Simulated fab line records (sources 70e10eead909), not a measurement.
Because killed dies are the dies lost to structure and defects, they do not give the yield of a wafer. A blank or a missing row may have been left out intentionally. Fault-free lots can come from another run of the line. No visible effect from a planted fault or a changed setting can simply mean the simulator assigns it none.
Which of the tools did it? + flow nand-harc + 10 lots, 30 wafers sampled, at 5 steps of a route of 1302

WHAT THE GAUGES SHOWED, per wafer
NHARC_END_SORT_01. Usual: killed-at-array 55, standard deviation 23; killed-at-other 1.0, standard deviation 1.2; killed-at-periphery 3.2, standard deviation 2.7; killed-dies 59, standard deviation 23; killed-open 3.1, standard deviation 1.6; killed-short 2.2, standard deviation 1.5.
| lot  | measured     | on        | killed-at-array | killed-at-other | killed-at-periphery | killed-dies | killed-open | killed-short | flag |
|------|--------------|-----------|-----------------|-----------------|---------------------|-------------|-------------|--------------|------|
| L322 | day 25 19:35 | prober-01 | 59 72 75        | 1 0 0           | 5 3 2               | 65 75 77    | 4 4 4       | 0 1 4        |      |
| L326 | day 27 00:41 | prober-01 | 39 34 30        | 0 1 0           | 4 2 5               | 43 37 35    | 2 4 3       | 5 3 2        |      |
| L334 | day 29 22:45 | prober-01 | 46 52 38        | 4 2 4           | 1 1 1               | 51 55 43    | 5 3 2       | 1 3 1        |      |
| L335 | day 31 14:59 | prober-01 | 63 70 76        | 0 1 0           | 8 2 3               | 71 73 79    | 3 3 2       | 4 3 3        |      |

WHAT TOOL EACH LOT RAN ON (gives the tool, then ch and the chambers of the sampled wafers, and finally the start)
| lot  | NHARC_A_CHANNEL_HOLE_D2_ETCH_38    | NHARC_A_CHANNEL_HOLE_D2_ETCH_34               | NHARC_A_CHANNEL_HOLE_D2_ETCH_16               | NHARC_A_CHANNEL_HOLE_D2_ETCH_22  |
|------|------------------------------------|-----------------------------------------------|-----------------------------------------------|----------------------------------|
| L320 | rie-diel-01 ch 0,1,2, day 13 21:41 | rie-diel-01 ch 1,3, day 13 23:39 or earlier   | rie-diel-01 ch 0,2, day 13 23:39 or earlier   | har-etch-02 ch 0,1, day 13 23:39 |
| L322 | rie-diel-01 ch 0,1,2, day 14 15:38 | rie-diel-01 ch 0,1,2, day 14 17:57 or earlier | rie-diel-01 ch 0,1,2, day 14 17:57 or earlier | har-etch-02 ch 0,1, day 14 17:57 |
| L325 | rie-diel-01 ch 0,1, day 15 05:21   | rie-diel-01 ch 0,2, day 15 07:44 or earlier   | rie-diel-01 ch 0,2, day 15 07:44 or earlier   | har-etch-02 ch 0,1, day 15 07:44 |
| L326 | rie-diel-10 ch 0,1, day 15 23:51   | rie-diel-10 ch 1,2,3, day 16 01:49 or earlier | rie-diel-10 ch 1,2,3, day 16 01:49 or earlier | har-etch-01 ch 1, day 16 01:49   |
| L334 | rie-diel-01 ch 0,2,3, day 19 03:11 | rie-diel-01 ch 1,2,3, day 19 05:08 or earlier | rie-diel-01 ch 0,3, day 19 05:08 or earlier   | har-etch-01 ch 0,1, day 19 05:08 |
| L335 | rie-diel-01 ch 0,2,3, day 19 21:54 | rie-diel-01 ch 0,1,2, day 20 00:27 or earlier | rie-diel-01 ch 0,1,2, day 20 00:27 or earlier | har-etch-02 ch 0,1, day 20 00:27 |
| L338 | rie-diel-05 ch 0,1, day 21 04:39   | rie-diel-05 ch 0,3, day 21 08:17 or earlier   | rie-diel-05 ch 0,3, day 21 08:17 or earlier   | har-etch-01 ch 0,1, day 21 08:17 |
| L339 | rie-diel-10 ch 2,3, day 21 04:57   | rie-diel-10 ch 0,2,3, day 21 11:44 or earlier | rie-diel-10 ch 0,1,3, day 21 11:44 or earlier | har-etch-02 ch 0, day 21 11:44   |
| L340 | rie-diel-01 ch 0,2, day 22 01:29   | rie-diel-01 ch 0,2, day 22 04:38 or earlier   | rie-diel-01 ch 0,2,3, day 22 04:38 or earlier | har-etch-02 ch 0,1, day 22 04:38 |
| L342 | rie-diel-05 ch 1,2,3, day 22 07:55 | rie-diel-05 ch 0,1,2, day 22 09:58 or earlier | rie-diel-05 ch 0,2,3, day 22 09:58 or earlier | har-etch-02 ch 0,1, day 22 09:58 |
- NHARC_A_CHANNEL_HOLE_D2_ETCH_38: etches the open film in CF4, target depth 39 nm, time 65 s.
- NHARC_A_CHANNEL_HOLE_D2_ETCH_34: etches the open film in CF4/CHF3, target depth 154 nm, time 77 s.
- NHARC_A_CHANNEL_HOLE_D2_ETCH_16: etches the open film in O2/COS, target depth 3100 nm, time 806 s.
- NHARC_A_CHANNEL_HOLE_D2_ETCH_22: etches the open film in C4F8/O2/Ar, time 666.7 s, target depth 1600 nm.

AS READ BY THE TOOLS THEMSELVES (means over the sampled wafers that have a number; for cases with no such wafer, the mark the record gives instead)
NHARC_A_CHANNEL_HOLE_D2_ETCH_38. Usual: bias-w 100.02 W, standard deviation 0.29; drypump-motor-current-A 5.7 A, standard deviation 0.39; oes-product-au 0.997 a.u., standard deviation 0.011; rf-vpp-V 151.3 V, standard deviation 1.2; showerhead-plenum-p-Torr 1.78 Torr, standard deviation 0.067; throttle-valve-pct 13.284 %, standard deviation 0.0091.
| lot  | tool        | bias-w (W) | drypump-motor-current-A (A) | oes-product-au (a.u.) | rf-vpp-V (V) | showerhead-plenum-p-Torr (Torr) | throttle-valve-pct (%) | flag |
|------|-------------|------------|-----------------------------|-----------------------|--------------|---------------------------------|------------------------|------|
| L320 | rie-diel-01 | 100.12     | 5.5                         | 0.988                 | 151.3        | 1.79                            | 13.285                 |      |
| L322 | rie-diel-01 | 100.07     | 5.5                         | 0.987                 | 150.9        | 1.79                            | 13.283                 |      |
| L325 | rie-diel-01 | 100.25     | 5.6                         | 0.997                 | 151.2        | 1.81                            | 13.274                 |      |
| L326 | rie-diel-10 | 99.97      | 5.4                         | 0.983                 | 150.5        | 1.69                            | 13.300                 |      |
| L334 | rie-diel-01 | 100.24     | 5.6                         | 0.947                 | 149.8        | 1.77                            | 13.288                 | OFF  |
| L335 | rie-diel-01 | 99.96      | 5.6                         | 0.935                 | 150.9        | 1.77                            | 13.283                 | OFF  |
| L338 | rie-diel-05 | 100.19     | 6.2                         | 0.990                 | 151.2        | 1.78                            | 13.284                 |      |
| L339 | rie-diel-10 | 99.96      | 5.6                         | 1.003                 | 152.2        | 1.85                            | 13.286                 |      |
| L340 | rie-diel-01 | 99.81      | 5.4                         | 0.992                 | 151.5        | 1.77                            | 13.281                 |      |
| L342 | rie-diel-05 | 100.10     | 6.0                         | 0.994                 | 151.6        | 1.81                            | 13.292                 |      |

NHARC_A_CHANNEL_HOLE_D2_ETCH_34. Usual: bias-w 200.1 W, standard deviation 0.65; drypump-motor-current-A 5.7 A, standard deviation 0.39; oes-product-au 0.961 a.u., standard deviation 0.017; rf-vpp-V 371.0 V, standard deviation 2.2; showerhead-plenum-p-Torr 1.58 Torr, standard deviation 0.062; throttle-valve-pct 16.803 %, standard deviation 0.0077.
| lot  | tool        | bias-w (W) | drypump-motor-current-A (A) | oes-product-au (a.u.) | rf-vpp-V (V) | showerhead-plenum-p-Torr (Torr) | throttle-valve-pct (%) | flag |
|------|-------------|------------|-----------------------------|-----------------------|--------------|---------------------------------|------------------------|------|
| L320 | rie-diel-01 | 200.3      | 5.9                         | 0.963                 | 370.3        | 1.56                            | 16.799                 |      |
| L322 | rie-diel-01 | 199.8      | 5.5                         | 0.961                 | 371.9        | 1.60                            | 16.802                 |      |
| L325 | rie-diel-01 | 199.6      | 5.3                         | 0.963                 | 372.8        | 1.62                            | 16.802                 |      |
| L326 | rie-diel-10 | 199.8      | 5.5                         | 0.969                 | 371.9        | 1.61                            | 16.806                 |      |
| L334 | rie-diel-01 | 200.4      | 5.8                         | 0.963                 | 369.8        | 1.55                            | 16.803                 |      |
| L335 | rie-diel-01 | 199.8      | 5.5                         | 0.964                 | 371.3        | 1.59                            | 16.805                 |      |
| L338 | rie-diel-05 | 200.9      | 5.5                         | 0.971                 | 369.8        | 1.55                            | 16.808                 |      |
| L339 | rie-diel-10 | 199.5      | 5.6                         | 0.963                 | 370.6        | 1.59                            | 16.804                 |      |
| L340 | rie-diel-01 | 199.4      | 5.3                         | 0.953                 | 371.6        | 1.62                            | 16.801                 |      |
| L342 | rie-diel-05 | 199.4      | 6.0                         | 0.971                 | 371.7        | 1.61                            | 16.800                 |      |

NHARC_A_CHANNEL_HOLE_D2_ETCH_16. Usual: for bias-w, 299.9 W with a standard deviation of 0.9; for drypump-motor-current-A, 5.7 A with a standard deviation of 0.4; for o2-flow-sccm, 400.0 sccm with a standard deviation of 1.2; for oes-product-au, 0.997 a.u. with a standard deviation of 0.01; for rf-vpp-V, 314.6 V with a standard deviation of 1.9; for showerhead-plenum-p-Torr, 3.14 Torr with a standard deviation of 0.12; for throttle-valve-pct, 28.330 % with a standard deviation of 0.0086.
| lot  | tool        | bias-w (W) | drypump-motor-current-A (A) | o2-flow-sccm (sccm) | oes-product-au (a.u.) | rf-vpp-V (V) | showerhead-plenum-p-Torr (Torr) | throttle-valve-pct (%) | flag |
|------|-------------|------------|-----------------------------|---------------------|-----------------------|--------------|---------------------------------|------------------------|------|
| L320 | rie-diel-01 | 300.0      | 5.3                         | 400.3               | 1.001                 | 316.3        | 3.22                            | 28.327                 |      |
| L322 | rie-diel-01 | 300.5      | 5.5                         | 399.7               | 1.004                 | 315.1        | 3.17                            | 28.329                 |      |
| L325 | rie-diel-01 | 299.5      | 5.3                         | 400.3               | 0.997                 | 315.1        | 3.22                            | 28.328                 |      |
| L326 | rie-diel-10 | 299.6      | 5.5                         | 399.0               | 0.997                 | 315.4        | 3.21                            | 28.330                 |      |
| L334 | rie-diel-01 | 300.2      | 5.5                         | 399.7               | 0.999                 | 315.7        | 3.20                            | 28.332                 |      |
| L335 | rie-diel-01 | 299.8      | 5.5                         | 398.9               | 0.993                 | 314.0        | 3.16                            | 28.325                 |      |
| L338 | rie-diel-05 | 299.3      | 5.6                         | 399.6               | 0.994                 | 314.9        | 3.08                            | 28.331                 |      |
| L339 | rie-diel-10 | 299.2      | 5.6                         | 400.5               | 0.998                 | 314.0        | 3.09                            | 28.334                 |      |
| L340 | rie-diel-01 | 299.3      | 5.6                         | 400.1               | 0.992                 | 313.5        | 3.12                            | 28.325                 |      |
| L342 | rie-diel-05 | 299.9      | 5.7                         | 399.8               | 0.995                 | 314.5        | 3.16                            | 28.333                 |      |

NHARC_A_CHANNEL_HOLE_D2_ETCH_22. Usual: c4f8-flow-sccm 89.4 sccm, standard deviation 0.31; drypump-motor-current-A 5.9 A, standard deviation 0.62; o2-flow-sccm 35.71 sccm, standard deviation 0.12; oes-air-line-au 1.000 a.u., standard deviation 0.021; showerhead-plenum-p-Torr 3.67 Torr, standard deviation 0.12; throttle-valve-pct 32.155 %, standard deviation 0.0089.
| lot  | tool        | c4f8-flow-sccm (sccm) | drypump-motor-current-A (A) | o2-flow-sccm (sccm) | oes-air-line-au (a.u.) | showerhead-plenum-p-Torr (Torr) | throttle-valve-pct (%) | flag |
|------|-------------|-----------------------|-----------------------------|---------------------|------------------------|---------------------------------|------------------------|------|
| L320 | har-etch-02 | 89.7                  | 5.6                         | 35.74               | 0.999                  | 3.67                            | 32.161                 |      |
| L322 | har-etch-02 | 89.1                  | 5.5                         | 35.79               | 0.990                  | 3.66                            | 32.159                 |      |
| L325 | har-etch-02 | 89.0                  | 5.5                         | 35.64               | 0.995                  | 3.66                            | 32.161                 |      |
| L326 | har-etch-01 | 89.1                  | 6.8                         | 35.73               | 0.990                  | 3.68                            | 32.158                 |      |
| L334 | har-etch-01 | 89.3                  | 6.4                         | 35.71               | 0.981                  | 3.61                            | 32.161                 |      |
| L335 | har-etch-02 | 89.4                  | 5.4                         | 35.73               | 1.012                  | 3.84                            | 32.149                 |      |
| L338 | har-etch-01 | 89.3                  | 6.4                         | 35.78               | 1.012                  | 3.60                            | 32.156                 |      |
| L339 | har-etch-02 | 89.1                  | 5.8                         | 35.57               | 1.000                  | 3.68                            | 32.154                 |      |
| L340 | har-etch-02 | 89.3                  | 5.4                         | 35.61               | 1.016                  | 3.82                            | 32.162                 |      |
| L342 | har-etch-02 | 88.9                  | 5.3                         | 35.82               | 1.007                  | 3.82                            | 32.159                 |      |

THE ANSWER, worked out from the rows above alone
Rule: a lot counts as off when the mean over its wafers that have a number is more than 3 standard deviations away from the usual mean. Also off: a lot with no number at a reading for which 4 or more lots have one. All remaining lots with rows at the step are treated as sound. After the gauges, taken in route order, come the tools' own readings; for these a lot's mean is taken, as printed above. At the first step where some lot is off, the reading lying furthest off is the one used; lots without a number count as furthest.
Off at NHARC_A_CHANNEL_HOLE_D2_ETCH_38 (oes-product-au): L334, L335.
If a tool, at that step or one of the process steps before it, ran each lot that is off and ran no sound lot following the first of them, it fits. None of those tried fits.

WHAT HAD BEEN PUT IN BY THE SIMULATOR
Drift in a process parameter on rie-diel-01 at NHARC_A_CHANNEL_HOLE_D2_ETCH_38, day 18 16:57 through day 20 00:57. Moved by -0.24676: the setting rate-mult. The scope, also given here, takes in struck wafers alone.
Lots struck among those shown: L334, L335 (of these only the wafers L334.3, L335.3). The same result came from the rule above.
